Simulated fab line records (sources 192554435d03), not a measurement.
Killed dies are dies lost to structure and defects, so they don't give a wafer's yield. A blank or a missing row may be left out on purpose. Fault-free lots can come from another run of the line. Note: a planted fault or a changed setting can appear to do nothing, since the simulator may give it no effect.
Chamber matching	flow n5_finfet	3 sister chambers for N5_BEOL_M8_CURE_75 on uv_cure-01
The step cures SiCOH lowk, time 120 s. 18 wafers are shown with their chamber, then 9 later ones without.

EACH WAFER AND ITS CHAMBER
wafer	chamber	wafer_temp_C_max	lamp_power_pct (%)
L075.1	1	370.8	52.28
L075.4	1	371.2	52.33
L075.5	1	371.2	52.32
L077.2	1	371.3	52.32
L077.3	1	371.4	52.35
L077.4	1	370.8	52.33
L079.1	1	371.2	52.26
L079.4	1	370.8	52.35
L079.6	1	370.9	52.33
L078.1	2	371.7	52.32
L078.4	2	372.0	52.30
L078.5	2	372.0	52.26
L085.3	0	371.5	52.28
L085.5	0	371.1	52.30
L085.6	0	371.3	52.32
L086.1	0	371.2	52.38
L086.5	0	371.5	52.20
L086.6	0	371.3	52.27

SIGNATURES, as means of the wafers listed above
reading	chamber 0	chamber 1	chamber 2	scatter within a chamber
wafer_temp_C_max	371.317	371.067	371.900	0.208
lamp_power_pct	52.2917	52.3189	52.2933	0.0423
Rule: distance of a wafer from a chamber = root of the sum over the readings of ((wafer's reading minus chamber's mean) / reading's scatter) squared. If the next closest chamber is less than 2 further off than the closest, the wafer can't be placed; otherwise it belongs to the closest. The scatter: take each reading less its chamber's mean, square it, sum over the shown wafers, divide by the number of wafers less the number of chambers, and take the root.

WAFERS WHOSE CHAMBER IS MISSING
wafer	wafer_temp_C_max	lamp_power_pct (%)
L088.2	372.4	52.36
L088.5	371.6	52.36
L088.6	371.7	52.29
L087.1	371.0	52.20
L087.2	371.0	52.22
L087.3	370.7	52.24
L092.2	371.2	52.32
L092.4	371.3	52.42
L092.5	371.5	52.25

WHICH CHAMBER EACH ONE RAN IN
wafer	from the rows above	in truth
L088.2	2	2
L088.5	can't be placed: 0 or 2 or 1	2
L088.6	can't be placed: 2 or 0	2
L087.1	can't be placed: 0 or 1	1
L087.2	can't be placed: 0 or 1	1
L087.3	can't be placed: 1 or 0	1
L092.2	can't be placed: 1 or 0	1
L092.4	can't be placed: 1 or 0 or 2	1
L092.5	can't be placed: 0 or 2 or 1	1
1 of 9 placed correctly. Unplaceable from these rows: 8, with the true chamber sitting among the candidates in 8. Placed wrongly: 0.
